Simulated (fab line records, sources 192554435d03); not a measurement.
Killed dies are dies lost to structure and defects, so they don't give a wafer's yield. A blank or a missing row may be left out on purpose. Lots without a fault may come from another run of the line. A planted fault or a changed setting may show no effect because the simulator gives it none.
Which tool did it? | flow n5_finfet | 14 lots, 42 wafers sampled, at 3 steps of a route of 1938

WHAT THE GAUGES READ, wafer by wafer
N5_BEOL_M13_RS_MEAS_54: measures by four-point-probe.
lot  | measured     | on            | M13_RS (ohm/sq)
L478 | day 11 17:34 | film_metro-01 | 0.0471 0.0440 0.0468
L479 | day 11 20:56 | film_metro-01 | 0.0461 0.0473 0.0463
L480 | day 12 06:33 | film_metro-01 | 0.0449 0.0459 0.0461
L482 | day 12 09:11 | film_metro-01 | 0.0466 0.0445 0.0466
L485 | day 12 20:32 | film_metro-01 | 0.0455 0.0460 0.0457
L483 | day 13 01:27 | film_metro-01 | 0.0464 0.0456 0.0444
L484 | day 13 05:34 | film_metro-01 | 0.0437 0.0450 0.0442
L492 | day 14 16:21 | film_metro-01 | 0.0449 0.0467 0.0451
L493 | day 15 08:47 | film_metro-02 | 0.0438 0.0450 0.0451
L491 | day 15 09:08 | film_metro-02 | 0.0452 0.0443 0.0457
L496 | day 15 17:48 | film_metro-02 | 0.0456 0.0446 0.0458
L494 | day 15 20:29 | film_metro-02 | 0.0447 0.0470 0.0468
L498 | day 16 02:46 | film_metro-02 | 0.0455 0.0447 0.0455
L497 | day 16 05:45 | film_metro-02 | 0.0453 0.0456 0.0460

N5_BEOL_M13_INSPECT_55: inspects for defects (darkfield).
lot  | measured     | on                | raw_defect_count
L478 | day 11 17:35 | defect_inspect-02 | 71 89 85
L479 | day 11 20:57 | defect_inspect-02 | 99 54 48
L480 | day 12 06:34 | defect_inspect-02 | 81 117 58
L482 | day 12 09:13 | defect_inspect-01 | 42 83 72
L485 | day 12 20:34 | defect_inspect-02 | 76 44 62
L483 | day 13 01:29 | defect_inspect-02 | 62 74 84
L484 | day 13 05:35 | defect_inspect-02 | 67 34 80
L492 | day 14 16:22 | defect_inspect-01 | 92 97 77
L493 | day 15 08:49 | defect_inspect-02 | 81 79 76
L491 | day 15 09:10 | defect_inspect-02 | 53 66 58
L496 | day 15 17:49 | defect_inspect-01 | 52 63 59
L494 | day 15 20:30 | defect_inspect-02 | 55 64 28
L498 | day 16 02:47 | defect_inspect-02 | 134 102 111
L497 | day 16 05:47 | defect_inspect-01 | 75 108 72

WHICH TOOL RAN EACH LOT (tool, then ch and the chambers of the sampled wafers, then the start)
lot  | N5_BEOL_M13_DEGAS_41
L478 | pvd_sputter-01, day 11 16:19
L479 | pvd_sputter-02, day 11 19:41
L480 | pvd_sputter-02, day 12 05:19
L482 | pvd_sputter-02, day 12 07:57
L485 | pvd_sputter-02, day 12 18:46
L483 | pvd_sputter-01, day 13 00:11
L484 | pvd_sputter-01, day 13 02:49
L492 | pvd_sputter-02, day 14 15:05
L493 | pvd_sputter-01, day 15 07:32
L491 | pvd_sputter-01, day 15 07:54
L496 | pvd_sputter-02, day 15 16:33
L494 | pvd_sputter-02, day 15 19:14
L498 | pvd_sputter-02, day 16 01:28
L497 | pvd_sputter-03, day 16 04:30
- N5_BEOL_M13_DEGAS_41: time 60 s.

WHAT THE TOOLS THEMSELVES READ (means of the sampled wafers that have a number; where no wafer has one, the mark that the record gives instead)
N5_BEOL_M13_DEGAS_41.
lot  | tool           | heater_power_w (W)
L478 | pvd_sputter-01 | 340
L479 | pvd_sputter-02 | 371
L480 | pvd_sputter-02 | 322
L482 | pvd_sputter-02 | 330
L485 | pvd_sputter-02 | 379
L483 | pvd_sputter-01 | 334
L484 | pvd_sputter-01 | 357
L492 | pvd_sputter-02 | 339
L493 | pvd_sputter-01 | 400
L491 | pvd_sputter-01 | 387
L496 | pvd_sputter-02 | 326
L494 | pvd_sputter-02 | 324
L498 | pvd_sputter-02 | 372
L497 | pvd_sputter-03 | 308

THE ANSWER, worked out from the rows above alone
Rule: what is usual is taken from the lots themselves. Put in order of their means at a reading, lots are off if they are a third of the lots or fewer, leave a main group of 4 or more, and stand apart from it by a gap of 3 or more times the standard deviation of the main group's means; of several such gaps the widest counts. A main group whose means are all the same, to the digits that the tables above print for the reading, isn't used. A lot without any number at a reading at which 4 lots or more have one is off too. The other lots that the step has rows for count as sound. The gauges are gone through in route order, then the tools' own readings, and for those a lot's mean is taken as printed above. The first step at which some lot is off is used, and at that step the reading that is off furthest; a lot without a number counts as furthest.
No lot is off at any reading shown: from this, nothing can be told.

WHAT THE SIMULATOR HAD PUT IN
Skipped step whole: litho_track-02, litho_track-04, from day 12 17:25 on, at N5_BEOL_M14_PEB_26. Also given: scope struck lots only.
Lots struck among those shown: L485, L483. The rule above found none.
